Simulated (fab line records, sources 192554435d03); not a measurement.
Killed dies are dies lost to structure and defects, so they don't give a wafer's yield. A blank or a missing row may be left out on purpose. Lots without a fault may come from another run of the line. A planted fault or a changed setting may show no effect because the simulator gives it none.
Split-lot experiment | flow n5_finfet | 7 lots, 21 wafers read, on a route of 1938 steps

THE SPLIT
At N5_BEOL_M0_SAQP_SPACER2_ALD_26 (deposits SiO2, target thk 15 nm, pulse time 1 s, purge time 2 s), the setting target_thk_a was moved away from the recipe's 150 angstrom on 7 of the 21 wafers read, by -11.5% to +7.9%. The other wafers ran this setting at the recipe's value.

FROM THE SPLIT TO THE READING: what the file shows between them, 2 steps
- N5_BEOL_M0_SAQP_SPACER2_ETCHBACK_27: etches SiO2 in CHF3/O2, target depth 22.5 nm, time 11.25 s
- N5_BEOL_M0_SAQP_MANDREL2_REMOVE_110: chemistry HBr/Cl2/O2, target a-Si, stops on SiCN, bt time 10 s

THE READING
cd_nm, in nm, at N5_BEOL_M0_SAQP_CD_MEAS_29 (target cd 14.4 nm). Fault-free wafers of this fab line usually give 14.96 nm, standard deviation 0.22 nm.

wafer  | tool, chamber at the split | target_thk_a as run, angstrom | against the recipe | cd_nm, nm | against lot-mates on the recipe
L076.3 | ald_sin-01, 3,1,2          | 150                           | recipe             | 14.72     | -
L076.4 | ald_sin-01, 3,1,2          | 150                           | recipe             | 14.94     | -
L076.6 | ald_sin-01, 3,1,2          | 150                           | recipe             | 15.23     | -
L077.3 | ald_sin-01, 1              | 156.9                         | +4.6%              | 15.43     | +0.35
L077.5 | ald_sin-01, 2              | 150                           | recipe             | 15.08     | -
L077.6 | ald_sin-01, 3              | 156.9                         | +4.6%              | 15.37     | +0.29
L078.4 | ald_sin-02, 1,0            | 150                           | recipe             | 15.09     | -
L078.5 | ald_sin-02, 1              | 143.5                         | -4.3%              | 14.40     | -0.58
L078.6 | ald_sin-02, 1,0            | 150                           | recipe             | 14.88     | -
L082.2 | ald_sin-02, 3,2            | 132.8                         | -11.5%             | 13.39     | -1.60
L082.4 | ald_sin-02, 3,2            | 132.8                         | -11.5%             | 12.96     | -2.03
L082.6 | ald_sin-02, 2              | 150                           | recipe             | 14.99     | -
L083.3 | ald_sin-03, 2              | 150                           | recipe             | 15.04     | -
L083.5 | ald_sin-03, 3,2            | 161.9                         | +7.9%              | 16.05     | +1.01
L083.6 | ald_sin-03, 3,2            | 161.9                         | +7.9%              | 16.60     | +1.56
L090.3 | ald_sin-01, 3,2,2          | 150                           | recipe             | 14.97     | -
L090.4 | ald_sin-01, 3,2,2          | 150                           | recipe             | 15.09     | -
L090.6 | ald_sin-01, 3,2,2          | 150                           | recipe             | 14.73     | -
L094.2 | ald_sin-02, 2,0,1          | 150                           | recipe             | 15.00     | -
L094.3 | ald_sin-02, 2,0,1          | 150                           | recipe             | 14.88     | -
L094.4 | ald_sin-02, 2,0,1          | 150                           | recipe             | 15.11     | -
Where a row lists several chambers, the file gives one row for several wafers and doesn't say which wafer went through which chamber.

THE FIT
A straight line over all 21 wafers: cd_nm changes by +0.154 nm for each +1% of target_thk_a; r = +0.97; the points scatter about the line by 0.19 nm.
The same after taking each lot's own level away (the mean of its wafers on the recipe; 21 wafers): +0.15 nm for each +1%; r = +0.96; scatter 0.2 nm.
On that fit, the largest move of target_thk_a shifts the reading by 1.7 nm.
The lots' own levels span 14.930 to 15.080 nm, that is 0.7 times the standard deviation above.
So the lot-to-lot level changes the slope little: the two slopes agree.
Check: with one of the wafers moved furthest among these (-11.5%) left out of the fit, the line predicts -1.83 nm for it against its lot-mates. It came out at -1.6 nm against them.

OTHER SPLITS ON THESE WAFERS
These wafers also went through other splits before the reading. Each is held against what the fit with the lots' levels taken away leaves over:
other split on the same wafers          | wafers away from the commonest value | r with cd_nm (lot level and that fit taken away)
N5_BEOL_M0_SAQP_EXPOSE_11 dose_mj       | 9                                    | +0.05
N5_BEOL_M0_SAQP_ETCH_106 target_depth_a | 7                                    | -0.54

THE WHOLE CHAIN: every reading that the file lists as answering this split, in the file's order
step                                | what it does                                                            | reading                                                                                     | change (the file's fit)               | r (the file's)
N5_BEOL_M0_SAQP_SPACER2_ALD_26      | deposits SiO2, target thk 15 nm, pulse time 1 s, purge time 2 s         | SiO2_of_BEOL_M0_SAQP_SPACER2_ALD_26.thk_nm (the simulator's own value, which no gauge read) | +0.147 nm for each +1% of the setting | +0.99
N5_BEOL_M0_SAQP_MANDREL2_REMOVE_110 | chemistry HBr/Cl2/O2, target a-Si, stops on SiCN, bt time 10 s          | BEOL_M0_SAQP.cd_nm (the simulator's own value, which no gauge read)                         | +0.154 nm for each +1% of the setting | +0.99
N5_BEOL_M0_SAQP_CD_MEAS_29          | target cd 14.4 nm                                                       | cd_nm                                                                                       | +0.149 nm for each +1% of the setting | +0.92
N5_BEOL_M0_CUTY_ETCH_63             | etches SOC in N2/H2, target depth 82.7 nm, overetch 16.5 nm, time 124 s | SiO2_of_BEOL_M0_SAQP_SPACER2_ALD_26.thk_nm (the simulator's own value, which no gauge read) | +0.138 nm for each +1% of the setting | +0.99
N5_BEOL_M0_HM_OPEN_105              | chemistry Cl2/BCl3, target TiN, target depth 12 nm                      | SiO2_of_BEOL_M0_SAQP_SPACER2_ALD_26.thk_nm (the simulator's own value, which no gauge read) | +0.109 nm for each +1% of the setting | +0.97

THE FILE'S OWN FIT
cd_nm changes by +0.149 nm for each +1% of target_thk_a, r = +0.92.
